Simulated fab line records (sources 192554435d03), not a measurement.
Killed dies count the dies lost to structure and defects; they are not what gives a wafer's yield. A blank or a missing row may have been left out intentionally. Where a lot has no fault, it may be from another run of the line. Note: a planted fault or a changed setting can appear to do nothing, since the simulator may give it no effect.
Chamber matching | flow n5Finfet | N5_BEOL_M7_STRIP_36 on rieDiel-03 has 4 sister chambers
The step strips in N2/H2. 16 wafers are shown with their chamber, then 8 later ones without.

== WAFERS, EACH WITH ITS CHAMBER ==
wafer  | chamber | drypumpMotorCurrentA (A) | showerheadPlenumPTorr (Torr) | oesProductAu (a.u.)
L077.1 | 1       | 5.6                      | 2.51                         | 0.71
L077.3 | 2       | 5.1                      | 2.56                         | 0.80
L077.6 | 3       | 6.2                      | 2.47                         | 0.83
L079.1 | 0       | 5.0                      | 2.66                         | 0.91
L079.3 | 2       | 5.1                      | 2.56                         | 0.80
L079.4 | 1       | 5.6                      | 2.51                         | 0.72
L080.3 | 1       | 5.6                      | 2.51                         | 0.71
L080.4 | 0       | 5.0                      | 2.66                         | 0.89
L080.5 | 0       | 5.0                      | 2.66                         | 0.91
L081.2 | 0       | 4.9                      | 2.66                         | 0.89
L081.3 | 3       | 6.2                      | 2.47                         | 0.81
L081.5 | 2       | 5.1                      | 2.56                         | 0.79
L089.2 | 1       | 5.6                      | 2.50                         | 0.70
L089.3 | 3       | 6.2                      | 2.46                         | 0.80
L089.6 | 2       | 5.1                      | 2.56                         | 0.78
L093.1 | 0       | 5.0                      | 2.65                         | 0.86

SIGNATURES (means of the wafers above)
reading               | chamber 0 | chamber 1 | chamber 2 | chamber 3 | scatter within a chamber
drypumpMotorCurrentA  | 4.980     | 5.600     | 5.100     | 6.200     | 0.0258
showerheadPlenumPTorr | 2.6580    | 2.5075    | 2.5600    | 2.4667    | 0.0043
oesProductAu          | 0.8920    | 0.7100    | 0.7925    | 0.8133    | 0.0148
Rule: a wafer's distance from a chamber is the root of the sum, over the readings, of the square of ((its reading less the chamber's mean) divided by the reading's scatter). The wafer belongs to the nearest chamber; if the next one is less than 2 further off, it can't be placed. The scatter is the square root of a quotient: the sum, over the shown wafers, of each reading's squared deviation from its chamber's mean, divided by wafers minus chambers.

== WAFERS WHOSE CHAMBER IS MISSING ==
wafer  | drypumpMotorCurrentA (A) | showerheadPlenumPTorr (Torr) | oesProductAu (a.u.)
L093.5 | 5.6                      | 2.50                         | 0.71
L093.6 | 5.0                      | 2.65                         | 0.87
L092.2 | 6.2                      | 2.46                         | 0.79
L092.4 | 5.6                      | 2.50                         | 0.70
L092.6 | 5.0                      | 2.65                         | 0.87
L096.1 | 5.0                      | 2.65                         | 0.87
L096.3 | 5.6                      | 2.50                         | 0.69
L096.5 | 5.6                      | 2.50                         | 0.69

== THE CHAMBER EACH PASSED THROUGH ==
wafer  | from the rows above | in truth
L093.5 | 1                   | 1
L093.6 | 0                   | 0
L092.2 | 3                   | 3
L092.4 | 1                   | 1
L092.6 | 0                   | 0
L096.1 | 0                   | 0
L096.3 | 1                   | 1
L096.5 | 1                   | 1
Correct placement for 8 of the 8. Not placeable from these rows: 0. Placed wrongly: 0.
